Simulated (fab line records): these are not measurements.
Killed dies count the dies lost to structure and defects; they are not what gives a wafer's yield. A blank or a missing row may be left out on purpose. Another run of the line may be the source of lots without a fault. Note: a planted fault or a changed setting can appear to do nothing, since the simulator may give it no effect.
Problem report, 8D (eight disciplines) form, completed by code    flow nand-harc    the parts of the form that need people (team, actions taken, sign-off) are left out

== 1. PROBLEM STATEMENT ==
Wafers with no fault read 1.004 a.u. with a standard deviation of 0.0098, whereas oes-product-au at NHARC_A_WL_FILL_ETCHBACK_26 reads a mean of 0.782 a.u. on 1 wafer of 1 lot. Measured from the usual mean, that is -23 standard deviations.
The step: etches the open film in HBr, target depth 52 nm, time 13.3 s.
First seen on wafer L505.4, day 26 00:45, on rie-si-04. The record has a number at this step for 33 wafers belonging to 11 lots. Rule for "out" (also "out of limits"): further than 4 standard deviations from the usual mean. All remaining wafers that have a number are taken as sound.

== 2. WHAT IT IS, AND WHAT IT ISN'T ==
question                     is                 is not
which readings at this step  oes-product-au     drypump-motor-current-A, he-backside-leak-sccm, throttle-valve-pct
which lots                   L505               L493, L494, L507, L508, L510, L512, L513, L514, L515, L516
which wafers of those lots   L505.4             L505.1, L505.3
read on which tools          rie-si-04          rie-si-01, rie-si-02
when                         from day 26 00:45  up to then (8 sound wafers); but 24 sound wafers of L507, L508, L510, L512, L513, L514, L515, L516 came after

== 3. SUSPECTS, AND WHAT RULES EACH OUT ==
Counting: if a tool at a process step up to the reading ran every lot that is out, it stays a suspect. Sound lots after the first of them don't rule it out here, since some wafers of a struck lot are sound.
- har-etch-01 at NHARC_A_SLIT_ETCH_26 (etches the open film in C4F8/O2/Ar, time 90 s, target depth 400 nm): kept. It ran the lot that is out, L505 (day 24 22:52).
- rie-diel-12 at NHARC_A_WL_FILL_STRIP_29 (strips in O2, time 20 s): kept. It processed L505, the lot that is out, at day 25 19:25, and its most recent sound lot before then was L494 at day 21 07:25.
- rie-metal-01 at NHARC_A_WL_FILL_ETCHBACK_17 (etches the open film in Cl2/BCl3, target depth 4 nm, time 26.7 s): kept. It processed L505, the lot that is out, at day 25 19:32, and its most recent sound lot before then was L493 at day 20 21:11.
- rie-si-04 at NHARC_A_WL_FILL_ETCHBACK_26 (etches the open film in HBr, target depth 52 nm, time 13.3 s): kept. It processed L505, the lot that is out, at day 26 00:45, and its most recent sound lot before then was L494 at day 21 12:42. Out on those wafers are its own readings of oes-product-au.
- At NHARC_A_WL_FILL_STRIP_29, inside rie-diel-12: chamber 3 took the wafers that are out, while their sound lot-mates went through chambers 1, 2.
- Within rie-metal-01 at NHARC_A_WL_FILL_ETCHBACK_17, the wafers that are out were processed in chamber 0 and their sound lot-mates in chamber 1.
- At NHARC_A_WL_FILL_ETCHBACK_26, inside rie-si-04: chamber 0 took the wafers that are out, while their sound lot-mates went through chambers 1, 3.
Left after counting: har-etch-01 at NHARC_A_SLIT_ETCH_26, rie-diel-12 at NHARC_A_WL_FILL_STRIP_29, rie-metal-01 at NHARC_A_WL_FILL_ETCHBACK_17, rie-si-04 at NHARC_A_WL_FILL_ETCHBACK_26.

== 4. THE CAUSE (what the simulator had put in) ==
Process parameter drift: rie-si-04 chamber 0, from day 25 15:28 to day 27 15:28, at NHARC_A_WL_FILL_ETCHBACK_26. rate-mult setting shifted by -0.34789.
This tool is one of the 4 suspects left after counting.

== 5. THE EFFECT CHAIN, in route order ==
Rows list readings where the struck wafers' mean (over those with a number) sits beyond 3 standard deviations from the usual. Only readings for which the record gives a usual standard deviation are gone through. hours: the time from each lot's start at the first step in this table that gives one to its start at this step, as a median over the lots. sigmas: the change in usual standard deviations.
hours  step                         reading         usual       on struck wafers  change  sigmas
0      NHARC_A_WL_FILL_ETCHBACK_26  oes-product-au  1.004 a.u.  0.782             -0.222  -23
Process steps it contains:
- NHARC_A_WL_FILL_ETCHBACK_26: etches the open film in HBr, target depth 52 nm, time 13.3 s.

== 6. WHAT WOULD HAVE CAUGHT IT SOONER ==
First out-of-limits reading in this record: day 26 00:45, which is 9 hours after fault onset at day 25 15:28.
